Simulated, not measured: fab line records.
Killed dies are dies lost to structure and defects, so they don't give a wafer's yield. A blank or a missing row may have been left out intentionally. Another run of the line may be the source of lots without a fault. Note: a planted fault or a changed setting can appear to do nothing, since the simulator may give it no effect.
fab line records ; flow nand-harc
record lots=6; wafers=18; last-day=32
route steps=1302 shown A_CHANNEL_HOLE_D1@481 A_CHANNEL_FILL_D1@490 END@1302
lots that met no fault: from a run of the same line without faults
start-h: hours from the record's opening day to when the first of the lot's shown wafers began ; wait-h: hours elapsed since this lot's preceding step ; " the same as in the row above ; L1.1+2: several wafers, shown together as one row ; - no value present, or no start provided ; * or withheld: withheld ; < > ~ a bound
route shown NAME@n: NAME is a module with steps in the file, n the number in the route of the first one ; usual: mean/standard deviation of fault-free wafers ; same: alike in all rows ; chamber/n: place in a boat ; sites: the reading at each site ; _std_site: the standard deviation of these ; _edge_site: the outer-site mean with the inner-site mean subtracted ; radius-mm: for every site, how far away it sits from the centre of the wafer ; mask NAME#n: copy n ; behind: the most recent tool/chamber to have shaped the wafer ; hold: why the lot was held/for how many hours/how that ended ; device: transistor that didn't switch, given as n, p or np ; end of line: the route-end tests of the same wafers ; where a step has no rows: the recipe by itself ; killed: count of dies lost to structure and defects at first sort (not the wafer's yield) ; map: a wafer's dies, marking killed ones x, the rest . and places with no die _
set.NAME: the run value of the setting; set.NAME@STEP: its run value at that earlier step ; model.NAME: the simulator's own value behind a step, which no gauge read
lots at some steps of the route; a table a step, a row a wafer
services: a tool's chamber out of use, with start hour (start-h, from the record's first day; less than 0 if before it), hours out, and reason
## steps
# step NHARC_A_CHANNEL_HOLE_D1_STRIP_42
# recipe cf4-flow-sccm=100; chf3-flow-sccm=30; ar-flow-sccm=0; bias-w=0; chemistry=CF4/CHF3
# step NHARC_A_CHANNEL_HOLE_D1_STRIP_43
# recipe o2-flow-sccm=400; cos-flow-sccm=20; ar-flow-sccm=0; bias-w=0; chemistry=O2/COS
# step NHARC_A_CHANNEL_HOLE_D1_ETCH_44
# recipe target-depth-a=1400; overetch-a=140; time-s=77; ion-energy-ev=100; cf4-flow-sccm=80; o2-flow-sccm=20; ar-flow-sccm=0; rf-w=300; bias-w=100; chemistry=CF4/O2
# usual drypump-motor-current-A=5.8/0.47; o2-flow-sccm=20.00/0.064; oes-product-au=1.001/0.0085; rf-vpp-V=197.6/1.5; showerhead-plenum-p-Torr=1.33/0.061; throttle-valve-pct=13.399/0.0091
lot.wafer;tool;chamber;start-h;wait-h;drypump-motor-current-A;o2-flow-sccm;oes-product-au;rf-hours-counter-h;rf-vpp-V;showerhead-plenum-p-Torr;throttle-valve-pct
L898.4;rie-diel-02;2;193.27;0.1;5.5;19.93;0.998;12;196.3;1.29;13.406
L898.1;rie-diel-02;3;193.27;0.1;5.4;19.92;1.003;12;199.3;1.42;13.398
L898.2;rie-diel-02;1;193.27;0.1;5.5;20.00;1.004;12;199.5;1.38;13.399
L904.2;rie-diel-02;0;269.42;0.1;6.2;19.87;0.993;4;195.8;1.25;13.396
L904.5;rie-diel-02;1;269.42;0.1;5.5;19.97;1.005;-;197.8;1.37;13.386
L904.6;rie-diel-02;2;269.42;0.1;5.5;19.98;1.000;-;198.6;1.29;13.398
L908.4;rie-diel-02;1;300.12;0.1;5.5;20.04;1.004;7;198.4;1.37;13.422
L908.2;rie-diel-02;3;300.12;0.1;5.4;19.98;0.998;7;198.6;1.42;13.397
L908.6;rie-diel-02;1;300.12;0.1;5.5;19.88;1.022;-;199.2;1.37;13.399
L909.3;rie-diel-02;1;313.63;0.1;5.5;20.06;0.989;8;198.8;1.37;13.410
L909.2;rie-diel-02;2;313.63;0.1;5.5;20.09;1.002;8;197.7;1.28;13.401
L909.6;rie-diel-02;0;313.63;0.1;6.1;20.03;0.994;-;195.2;1.25;13.389
L912.1;rie-diel-02;2;351.70;0.1;5.5;20.09;1.009;12;196.4;1.28;13.380
L912.2;rie-diel-02;3;351.70;0.1;5.4;20.04;1.002;12;198.8;1.42;13.402
L912.4;rie-diel-02;1;351.70;0.1;5.5;19.99;1.001;12;198.6;1.37;13.408
L916.3;rie-diel-13;0;391.47;0.0;5.0;20.05;0.993;9;196.7;1.33;13.381
L916.1;rie-diel-13;1;391.47;0.0;6.6;20.05;0.994;7;195.1;1.26;13.400
L916.5;rie-diel-13;0;391.47;0.0;5.1;19.94;1.005;-;197.6;1.33;13.414
# step NHARC_A_CHANNEL_HOLE_D1_STRIP_27
# recipe o2-flow-sccm=500; ar-flow-sccm=0; bias-w=0; chemistry=O2
# usual drypump-motor-current-A=5.9/0.47; o2-flow-sccm=499.9/1.5; oes-product-au=0.998/0.0087; rf-vpp-V=57.7/0.93; showerhead-plenum-p-Torr=3.51/0.16; throttle-valve-pct=17.036/0.0083
lot.wafer;tool;chamber;start-h;wait-h;drypump-motor-current-A;o2-flow-sccm;oes-product-au;rf-hours-counter-h;rf-vpp-V;showerhead-plenum-p-Torr;throttle-valve-pct
L898.4;rie-diel-02;1;-;-;5.6;499.3;0.992;12;59.0;3.63;17.033
L898.1;rie-diel-02;2;-;-;5.6;500.9;0.988;12;57.0;3.41;17.044
L898.2;rie-diel-02;3;-;-;5.4;500.0;1.004;13;58.3;3.74;17.042
L904.2;rie-diel-02;0;-;-;6.2;501.0;0.999;4;56.8;3.32;17.037
L904.5;rie-diel-02;3;-;-;5.4;501.1;0.997;-;58.5;3.74;17.021
L904.6;rie-diel-02;0;-;-;6.2;499.1;1.000;-;58.6;3.32;17.031
L908.2;rie-diel-02;1;-;-;5.6;499.1;1.014;7;55.8;3.63;17.033
L908.4;rie-diel-02;3;-;-;5.4;500.5;1.008;7;57.2;3.74;17.041
L908.6;rie-diel-02;1;-;-;5.6;500.4;1.002;-;57.1;3.63;17.034
L909.3;rie-diel-02;3;-;-;5.4;500.6;1.003;8;58.1;3.74;17.033
L909.2;rie-diel-02;0;-;-;6.2;500.2;0.991;9;58.3;3.32;17.019
L909.6;rie-diel-02;1;-;-;5.5;500.8;1.000;-;56.7;3.63;17.031
L912.2;rie-diel-02;3;-;-;5.4;500.1;1.011;12;56.3;3.74;17.044
L912.1;rie-diel-02;1;-;-;5.6;500.4;1.010;12;59.3;3.62;17.046
L912.4;rie-diel-02;2;-;-;5.6;499.9;1.010;12;58.9;3.40;17.031
L916.1;rie-diel-13;3;-;-;5.9;499.5;0.990;9;58.3;3.57;17.042
L916.3;rie-diel-13;0;-;-;5.0;497.9;0.987;9;57.5;3.51;17.058
L916.5;rie-diel-13;0;-;-;5.0;497.0;0.988;-;58.2;3.51;17.034
# step NHARC_A_CHANNEL_HOLE_D1_PRECLEAN_28
# recipe time-s=*; temp-c=50; bath-age-min=0; chemistry=SC1
# step NHARC_A_CHANNEL_HOLE_D1_SRD_29
# step NHARC_A_CHANNEL_HOLE_D1_CD_MEAS_30
# usual cd-nm=90.3/1.4
lot.wafer;tool;chamber;start-h;wait-h;cd-nm
L898.1;cd-sem-03;-;194.07;-;89.3
L898.2;cd-sem-03;-;194.07;-;89.4
L898.4;cd-sem-03;-;194.07;-;88.9
L904.2;cd-sem-03;-;270.20;-;89.7
L904.5;cd-sem-03;-;270.20;-;91.9
L904.6;cd-sem-03;-;270.20;-;89.8
L908.2;cd-sem-01;-;300.93;-;87.8
L908.4;cd-sem-01;-;300.93;-;88.7
L908.6;cd-sem-01;-;300.93;-;90.0
L909.2;cd-sem-03;-;314.42;-;90.4
L909.3;cd-sem-03;-;314.42;-;92.0
L909.6;cd-sem-03;-;314.42;-;89.7
L912.1;cd-sem-03;-;352.50;-;90.6
L912.2;cd-sem-03;-;352.50;-;88.1
L912.4;cd-sem-03;-;352.50;-;90.8
L916.1;cd-sem-01;-;392.26;-;88.6
L916.3;cd-sem-01;-;392.26;-;90.8
L916.5;cd-sem-01;-;392.26;-;91.9
# step NHARC_A_CHANNEL_HOLE_D1_XSEM_31
# recipe landing-energy-ev=35000
# usual bot-cd-nm=74.7/1.6; bow-nm=8.59/0.23; tilt-deg=0.09/0.035
lot.wafer;tool;chamber;start-h;wait-h;bot-cd-nm;bow-nm;tilt-deg
L898.1;xsem-02;0;194.16;0.1;74.4;9.00;0.11
L898.2;xsem-02;0;194.16;0.1;73.7;9.00;0.11
L898.4;xsem-02;0;194.16;0.1;73.8;9.00;0.11
L904.2;xsem-02;0;270.29;0.1;72.6;8.63;0.11
L904.5;xsem-02;0;270.29;0.1;75.0;8.70;0.11
L904.6;xsem-02;0;270.29;0.1;73.5;8.70;0.12
L908.2;xsem-01;0;301.02;0.1;70.6;8.38;0.05
L908.4;xsem-01;0;301.02;0.1;72.6;8.39;0.05
L908.6;xsem-01;0;301.02;0.1;72.7;8.34;0.05
L909.2;xsem-02;0;314.52;0.1;74.4;8.71;0.08
L909.3;xsem-02;0;314.52;0.1;75.6;8.66;0.08
L909.6;xsem-02;0;314.52;0.1;73.5;8.55;0.08
L912.1;xsem-01;0;352.58;0.1;74.3;8.55;0.09
L912.2;xsem-01;0;352.58;0.1;71.4;8.55;0.09
L912.4;xsem-01;0;352.58;0.1;74.9;8.55;0.08
L916.1;xsem-01;0;392.35;0.1;72.7;8.89;0.11
L916.3;xsem-01;0;392.35;0.1;74.6;8.91;0.11
L916.5;xsem-01;0;392.35;0.1;76.4;8.99;0.11
# step NHARC_A_CHANNEL_HOLE_D1_INSPECT_40
# usual raw-defect-count=73/28
lot.wafer;tool;chamber;start-h;wait-h;raw-defect-count
L898.1;defect-inspect-02;-;194.26;-;122
L898.2;defect-inspect-02;-;194.26;-;103
L898.4;defect-inspect-02;-;194.26;-;87
L904.2;defect-inspect-02;-;270.39;-;95
L904.5;defect-inspect-02;-;270.39;-;103
L904.6;defect-inspect-02;-;270.39;-;102
L908.2;defect-inspect-01;-;301.12;-;114
L908.4;defect-inspect-01;-;301.12;-;87
L908.6;defect-inspect-01;-;301.12;-;104
L909.2;defect-inspect-02;-;314.61;-;37
L909.3;defect-inspect-02;-;314.61;-;58
L909.6;defect-inspect-02;-;314.61;-;40
L912.1;defect-inspect-01;-;352.68;-;125
L912.2;defect-inspect-01;-;352.68;-;96
L912.4;defect-inspect-01;-;352.68;-;96
L916.1;defect-inspect-01;-;392.45;-;72
L916.3;defect-inspect-01;-;392.45;-;67
L916.5;defect-inspect-01;-;392.45;-;79
# step NHARC_A_CHANNEL_FILL_D1_PRECLEAN_00
# recipe time-s=*; temp-c=50; bath-age-min=0; chemistry=SC1
# step NHARC_A_CHANNEL_FILL_D1_SRD_01
# step NHARC_A_CHANNEL_FILL_D1_ALD_02
# recipe target-thk-a=60; pulse-time-s=10; ald-cycles=60; temp-c=300; material=SiO2
# usual heater-power-outer-w=262/32; heater-power-w=463/51; precursor-pulse-height-rel=0.999/0.018; susceptor-temp-C=299.98/0.21
lot.wafer;tool;chamber;start-h;wait-h;heater-power-outer-w;heater-power-w;precursor-pulse-height-rel;susceptor-temp-C
L898.2;ald-hk-01;3;196.15;-;229;419;0.976;299.71
L898.1;ald-hk-01;1;196.15;-;230;417;1.035;300.10
L898.4;ald-hk-01;2;196.15;-;301;537;1.003;299.78
L904.2;ald-hk-02;1;270.87;-;293;508;0.978;299.83
L904.6;ald-hk-02;1;270.87;-;293;521;0.991;299.84
L904.5;ald-hk-02;2;270.87;-;270;483;1.022;299.97
L908.2;ald-hk-03;0;301.31;-;285;469;1.032;300.17
L908.4;ald-hk-03;3;301.31;-;216;404;1.028;300.15
L908.6;ald-hk-03;1;301.31;-;297;491;0.990;299.29
L909.3;ald-hk-01;2;314.82;-;302;552;0.987;299.88
L909.2;ald-hk-01;3;314.82;-;267;475;1.003;299.76
L909.6;ald-hk-01;3;314.82;-;267;459;0.986;299.91
L912.1;ald-hk-01;0;352.88;-;223;415;1.003;300.01
L912.2;ald-hk-01;2;352.88;-;299;552;0.985;300.03
L912.4;ald-hk-01;3;352.88;-;267;462;1.022;299.82
L916.3;ald-hk-03;1;392.84;-;298;495;1.034;299.86
L916.1;ald-hk-03;3;392.84;-;217;404;1.010;300.13
L916.5;ald-hk-03;2;392.84;-;302;570;0.999;300.19
# step NHARC_A_CHANNEL_FILL_D1_ALD_03
# recipe target-thk-a=60; pulse-time-s=60; ald-cycles=58; temp-c=630; pressure-torr=2; material=SiNx
# usual precursor-pulse-height-rel=0.999/0.021; susceptor-temp-C=630.0/0.31
lot.wafer;tool;chamber;start-h;wait-h;precursor-pulse-height-rel;susceptor-temp-C
L898.1;ald-sin-batch-01;0;199.59;-;0.989;630.0
L898.2;ald-sin-batch-01;0;199.59;-;0.984;629.8
L898.4;ald-sin-batch-01;0;199.59;-;0.982;630.0
L904.2;ald-sin-batch-01;0;274.75;-;0.987;629.6
L904.5;ald-sin-batch-01;0;274.75;-;1.017;629.6
L904.6;ald-sin-batch-01;0;274.75;-;1.008;630.0
L908.2;ald-sin-batch-01;0;304.75;-;0.995;630.1
L908.4;ald-sin-batch-01;0;304.75;-;0.972;630.3
L908.6;ald-sin-batch-01;0;304.75;-;0.974;630.2
L909.2;ald-sin-batch-01;0;318.26;-;1.030;-
L909.3;ald-sin-batch-01;0;318.26;-;0.977;-
L909.6;ald-sin-batch-01;0;318.26;-;1.027;-
L912.1;ald-sin-batch-02;0;356.32;-;0.986;630.4
L912.2;ald-sin-batch-02;0;356.32;-;0.985;630.7
L912.4;ald-sin-batch-02;0;356.32;-;0.984;630.3
L916.1;ald-sin-batch-01;0;396.27;-;0.973;-
L916.3;ald-sin-batch-01;0;396.27;-;0.993;-
L916.5;ald-sin-batch-01;0;396.27;-;0.993;-
# step NHARC_A_CHANNEL_FILL_D1_ALD_14
# recipe target-thk-a=25; pulse-time-s=10; ald-cycles=25; temp-c=300; material=SiO2
# usual heater-power-outer-w=266/32; heater-power-w=467/52; precursor-pulse-height-rel=0.999/0.021; susceptor-temp-C=300.01/0.19
lot.wafer;tool;chamber;start-h;wait-h;heater-power-outer-w;heater-power-w;precursor-pulse-height-rel;susceptor-temp-C
L898.2;ald-hk-01;3;203.21;0.1;230;412;1.044;300.07
L898.4;ald-hk-01;0;203.21;0.1;226;422;1.028;300.00
L898.1;ald-hk-01;1;203.21;0.1;226;418;0.988;299.95
L904.2;ald-hk-01;1;278.44;0.2;227;415;0.982;299.76
L904.5;ald-hk-01;2;278.44;0.2;305;544;1.029;300.09
L904.6;ald-hk-01;3;278.44;0.2;232;406;1.001;300.14
L908.4;ald-hk-02;3;308.31;0.0;280;479;0.979;300.09
L908.2;ald-hk-02;0;308.31;0.0;253;421;1.014;299.87
L908.6;ald-hk-02;0;308.31;0.0;262;431;1.022;299.83
L909.2;ald-hk-03;3;321.81;0.0;220;393;0.992;300.14
L909.3;ald-hk-03;0;321.81;0.0;280;477;1.026;299.85
L909.6;ald-hk-03;0;321.81;0.0;279;468;1.019;300.12
L912.1;ald-hk-03;0;360.00;0.1;276;468;1.005;-
L912.4;ald-hk-03;1;360.00;0.1;300;503;1.017;-
L912.2;ald-hk-03;3;360.00;0.1;213;397;1.016;-
L916.3;ald-hk-02;0;399.80;0.0;250;409;0.969;300.02
L916.1;ald-hk-02;3;399.80;0.0;255;445;1.009;299.99
L916.5;ald-hk-02;1;399.80;0.0;286;483;0.943;300.17
# step NHARC_A_CHANNEL_FILL_D1_ALD_15
# recipe target-thk-a=20; pulse-time-s=60; ald-cycles=19; temp-c=630; pressure-torr=2; material=SiNx
# usual precursor-pulse-height-rel=1.000/0.02; susceptor-temp-C=629.99/0.26
lot.wafer;tool;chamber;start-h;wait-h;precursor-pulse-height-rel;susceptor-temp-C
L898.1;ald-sin-batch-02;0;206.29;-;1.017;630.07
L898.2;ald-sin-batch-02;0;206.29;-;1.043;630.32
L898.4;ald-sin-batch-02;0;206.29;-;1.009;630.20
L904.2;ald-sin-batch-03;0;281.45;-;0.982;-
L904.5;ald-sin-batch-03;0;281.45;-;1.006;-
L904.6;ald-sin-batch-03;0;281.45;-;0.996;-
L908.2;ald-sin-batch-01;0;311.42;-;1.016;603.72
L908.4;ald-sin-batch-01;0;311.42;-;0.990;603.52
L908.6;ald-sin-batch-01;0;311.42;-;0.983;603.74
L909.2;ald-sin-batch-01;0;324.93;-;0.989;603.87
L909.3;ald-sin-batch-01;0;324.93;-;1.006;603.36
L909.6;ald-sin-batch-01;0;324.93;-;0.972;603.79
L912.1;ald-sin-batch-03;0;363.12;-;0.985;-
L912.2;ald-sin-batch-03;0;363.12;-;1.040;-
L912.4;ald-sin-batch-03;0;363.12;-;0.963;-
L916.1;ald-sin-batch-01;0;402.92;-;0.998;630.05
L916.3;ald-sin-batch-01;0;402.92;-;0.977;629.85
L916.5;ald-sin-batch-01;0;402.92;-;1.018;629.75
# step NHARC_A_CHANNEL_FILL_D1_ALD_16
# recipe target-thk-a=15; pulse-time-s=10; ald-cycles=15; temp-c=300; material=SiO2
# step NHARC_END_SORT_01
# recipe temp-c=25
# usual killed-at-array=55/17; killed-at-other=1.1/1.6; killed-at-periphery=3.8/2.5; killed-dies=60/18; killed-open=3.3/1.9; killed-short=2.5/1.7
# same gross-dies=677
lot.wafer;tool;chamber;start-h;wait-h;killed-at-array;killed-at-other;killed-at-periphery;killed-dies;killed-open;killed-short
L904.2;prober-01;0;660.55;2.8;78;1;7;86;6;4
L904.5;prober-01;0;663.00;3.8;89;1;5;95;2;2
L904.6;prober-01;0;663.82;4.1;88;0;6;94;5;1
L908.2;prober-02;0;668.31;2.8;63;2;3;68;4;3
L908.4;prober-02;0;669.91;3.4;70;1;0;71;1;2
L908.6;prober-02;0;671.51;4.0;53;0;2;55;2;1
L909.2;prober-02;0;687.67;2.8;57;1;5;63;2;4
L909.3;prober-02;0;688.48;3.1;55;3;2;60;4;3
L909.6;prober-02;0;690.90;4.0;46;3;7;56;3;2
L916.1;prober-01;0;772.25;2.5;37;0;5;42;4;3
L916.3;prober-01;0;773.86;3.1;26;0;3;29;3;2
L916.5;prober-01;0;775.48;3.7;32;0;0;32;3;2
# killed by level:class
L904.2 A_CHANNEL_HOLE_D1:chamber-film-flake=29 A_SLIT:chamber-film-flake=21 A_CHANNEL_HOLE_D2:chamber-film-flake=12 A_STAIRCASE:chamber-film-flake=6 P_ZERO_WELL:chamber-film-flake=4 A_CONTACT:geometric-particle:open=2 A_CHANNEL_FILL_D2:geometric-particle:open=2 P_CONTACT:geometric-particle:open=1
L904.5 A_CHANNEL_HOLE_D1:chamber-film-flake=40 A_SLIT:chamber-film-flake=32 A_CHANNEL_HOLE_D2:chamber-film-flake=7 A_CONTACT:chamber-film-flake=5 P_ZERO_WELL:chamber-film-flake=3 A_STAIRCASE:chamber-film-flake=2 P_CONTACT:geometric-particle:short=1 A_CHANNEL_FILL_D1:geometric-particle:open=1
L904.6 A_CHANNEL_HOLE_D1:chamber-film-flake=34 A_SLIT:chamber-film-flake=20 A_CHANNEL_HOLE_D2:chamber-film-flake=18 A_CONTACT:chamber-film-flake=6 A_STAIRCASE:chamber-film-flake=5 P_GATE:chamber-film-flake=4 P_M0:geometric-particle:open=1 A_ONON_D1:geometric-particle:open=1
L908.2 A_CHANNEL_HOLE_D1:chamber-film-flake=24 A_SLIT:chamber-film-flake=22 A_CHANNEL_FILL_D1:chamber-film-flake=4 P_ZERO_WELL:chamber-film-flake=2 A_WL_FILL:chamber-film-flake=2 THIN_TSV:chamber-film-flake=2 P_CONTACT:geometric-particle:open=1 A_CHANNEL_FILL_D1:geometric-particle:open=1
L908.4 A_CHANNEL_HOLE_D1:chamber-film-flake=34 A_SLIT:chamber-film-flake=31 A_DECK1_JOINT:geometric-particle:short=1 A_M0:geometric-particle:open=1 A_M1:geometric-particle:short=1 A_DECK1_JOINT:chamber-film-flake=1 A_WL_FILL:chamber-film-flake=1 THIN_TSV:chamber-film-flake=1
L908.6 A_CHANNEL_HOLE_D1:chamber-film-flake=30 A_SLIT:chamber-film-flake=18 P_BONDPAD:chamber-film-flake=2 A_ONON_D1:geometric-particle:short=1 A_ONON_D2:geometric-particle:open=1 A_M0:geometric-particle:open=1 A_DECK1_JOINT:chamber-film-flake=1 A_CHANNEL_HOLE_D2:chamber-film-flake=1
L909.2 A_CHANNEL_HOLE_D2:chamber-film-flake=27 A_SLIT:chamber-film-flake=13 P_CONTACT:chamber-film-flake=3 A_STAIRCASE:chamber-film-flake=3 A_WL_FILL:geometric-particle:short=2 A_CHANNEL_HOLE_D1:chamber-film-flake=2 A_DECK1_JOINT:chamber-film-flake=2 A_WL_FILL:chamber-film-flake=2
L909.3 A_CHANNEL_HOLE_D2:chamber-film-flake=24 A_SLIT:chamber-film-flake=9 A_CHANNEL_HOLE_D1:chamber-film-flake=6 A_CONTACT:chamber-film-flake=3 A_STAIRCASE:chamber-film-flake=2 A_SGD_CUT:chamber-film-flake=2 A_M0:chamber-film-flake=2 THIN_TSV:chamber-film-flake=2
L909.6 A_SLIT:chamber-film-flake=12 A_CHANNEL_HOLE_D2:chamber-film-flake=11 A_CONTACT:chamber-film-flake=9 A_CHANNEL_HOLE_D1:chamber-film-flake=4 P_ZERO_WELL:chamber-film-flake=3 THIN_TSV:chamber-film-flake=3 A_STAIRCASE:chamber-film-flake=2 A_SGD_CUT:chamber-film-flake=2
L916.1 A_SLIT:chamber-film-flake=18 A_STAIRCASE:chamber-film-flake=6 A_CHANNEL_HOLE_D1:chamber-film-flake=5 A_WL_FILL:chamber-film-flake=2 P_GATE:geometric-particle:open=1 P_GATE:geometric-particle:short=1 P_M0:geometric-particle:open=1 A_CHANNEL_HOLE_D1:geometric-particle:short=1
L916.3 A_SLIT:chamber-film-flake=14 A_CHANNEL_HOLE_D1:chamber-film-flake=3 A_CHANNEL_HOLE_D1:geometric-particle:open=2 P_GATE:chamber-film-flake=2 A_ONON_D2:geometric-particle:short=1 A_CHANNEL_HOLE_D2:geometric-particle:short=1 A_WL_FILL:geometric-particle:open=1 P_CONTACT:chamber-film-flake=1
L916.5 A_SLIT:chamber-film-flake=17 A_CHANNEL_HOLE_D1:chamber-film-flake=5 A_WL_FILL:chamber-film-flake=3 A_ONON_D2:geometric-particle:short=1 A_CHANNEL_FILL_D2:geometric-particle:open=1 A_SGD_CUT:geometric-particle:short=1 A_WL_FILL:geometric-particle:open=1 A_BLC:geometric-particle:open=1
## services
tool;chamber;start-h;hours;kind
rie-diel-02;0;171.20;-;clean
rie-diel-02;1;171.20;-;clean
rie-diel-02;2;171.20;-;clean
rie-diel-02;3;171.20;-;clean
ald-hk-02;-;175.62;10.0;pm
rie-diel-13;1;176.96;12.6;repair
ald-sin-batch-01;-;191.33;2.2;repair
rie-diel-02;0;195.70;-;clean
rie-diel-02;1;195.70;-;clean
rie-diel-02;2;195.70;-;clean
rie-diel-02;3;195.70;-;clean
rie-diel-13;1;200.62;11.4;repair
rie-diel-02;-;216.70;9.0;pm
rie-diel-02;0;216.70;9.0;vent-cycle
rie-diel-02;1;216.70;9.0;vent-cycle
ald-hk-03;-;222.52;10.0;pm
rie-diel-02;1;253.46;3.1;repair
ald-sin-batch-02;-;266.00;26.0;pm
rie-diel-13;1;277.35;7.3;repair
ald-hk-01;-;296.00;10.0;pm
rie-diel-13;-;342.35;9.0;pm
xsem-01;-;374.00;14.0;pm
rie-diel-02;-;393.70;9.0;pm
ald-hk-03;-;400.52;10.0;pm
## key
first-sign step=NHARC_A_CHANNEL_FILL_D1_ALD_15; reading=susceptor-temp-C; direction=down; sigmas=99+; usual=*; struck=*
effect none on later readings
met-at NHARC_A_CHANNEL_FILL_D1_ALD_15,NHARC_A_CHANNEL_FILL_D1_ALD_03
struck-wafers L908.2,L908.4,L908.6,L909.2,L909.3,L909.6
tester-left-out L908,L909
fault kind=process-parameter-drift; tool=ald-sin-batch-01; chamber=-; onset-h=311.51; steps=NHARC_A_CHANNEL_FILL_D1_ALD_03,NHARC_A_CHANNEL_FILL_D1_ALD_15,NHARC_A_CHANNEL_FILL_D2_ALD_03,NHARC_A_CHANNEL_FILL_D2_ALD_15; channel=temp-c; offset=*; shape=step; end-h=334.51; stated=*
# tester-left-out: of these lots the tester's yield and bins aren't shown, on N5 and GAA mostly nor the transistor test; their killed dies are dies lost to structure and defects alone, not to doping, threshold or leakage, so they don't give the yield
